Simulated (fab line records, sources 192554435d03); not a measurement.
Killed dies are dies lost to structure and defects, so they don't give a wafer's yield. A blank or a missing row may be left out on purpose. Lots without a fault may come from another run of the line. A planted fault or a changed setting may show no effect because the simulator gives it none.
Chamber matching | flow n5_finfet | N5_PMOS_HMC_CHANNEL_EPI_HM_DEP_34 on pecvd-02: 3 sister chambers
The step deposits SiO2 from TEOS/O2, target thk 36 nm, time 6.9 s. 16 wafers are shown with their chamber, then 8 later ones without.

WAFERS WITH THEIR CHAMBER
wafer  | chamber | throttle_valve_pct (%) | heater_power_w (W) | showerhead_plenum_p_Torr (Torr)
L074.1 | 2       | 17.3                   | 444                | 8.33
L074.2 | 0       | 19.0                   | 627                | 8.37
L074.3 | 1       | 19.3                   | 542                | 8.38
L079.1 | 0       | 18.9                   | 550                | 8.37
L079.3 | 1       | 19.4                   | 701                | 8.37
L079.4 | 0       | 19.2                   | 565                | 8.39
L080.2 | 0       | 19.1                   | 687                | 8.37
L080.4 | 1       | 19.4                   | 673                | 8.40
L080.6 | 2       | 16.0                   | 505                | 8.34
L085.3 | 0       | 19.2                   | 570                | 8.39
L085.5 | 0       | 19.1                   | 565                | 8.37
L085.6 | 1       | 19.4                   | 668                | 8.37
L090.3 | 0       | 19.2                   | 586                | 8.39
L090.4 | 0       | 19.2                   | 587                | 8.38
L090.6 | 1       | 19.3                   | 653                | 8.36
L091.2 | 0       | 19.2                   | 615                | 8.34

SIGNATURES (means of the wafers above)
reading                  | chamber 0 | chamber 1 | chamber 2 | scatter within a chamber
throttle_valve_pct       | 19.122    | 19.360    | 16.650    | 0.271
heater_power_w           | 594.67    | 647.40    | 474.50    | 49.2
showerhead_plenum_p_Torr | 8.3744    | 8.3760    | 8.3350    | 0.0152
Rule: a wafer's distance from a chamber is the root of the sum, over the readings, of the square of ((its reading less the chamber's mean) divided by the reading's scatter). The wafer belongs to the nearest chamber; if the next one is less than 2 further off, it can't be placed. The scatter: the root of (the sum of the squares of (reading less its chamber's mean) over the shown wafers, divided by (wafers less chambers)).

WAFERS WITHOUT THEIR CHAMBER
wafer  | throttle_valve_pct (%) | heater_power_w (W) | showerhead_plenum_p_Torr (Torr)
L091.3 | 16.2                   | 520                | 8.32
L091.5 | 19.3                   | 549                | 8.38
L094.1 | 19.3                   | 668                | 8.36
L094.3 | 16.3                   | 493                | 8.31
L094.5 | 19.3                   | 689                | 8.38
L096.3 | 16.5                   | 478                | 8.34
L096.5 | 19.3                   | 699                | 8.38
L096.6 | 16.2                   | 486                | 8.33

WHICH CHAMBER EACH WENT THROUGH
wafer  | from the rows above     | in truth
L091.3 | 2                       | 2
L091.5 | can't be placed: 0 or 1 | 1
L094.1 | can't be placed: 1 or 0 | 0
L094.3 | 2                       | 2
L094.5 | can't be placed: 1 or 0 | 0
L096.3 | 2                       | 2
L096.5 | can't be placed: 1 or 0 | 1
L096.6 | 2                       | 2
Placed correctly: 4 of 8. Can't be placed from these rows: 4 (the true chamber is among the candidates in 4). Placed wrongly: 0.
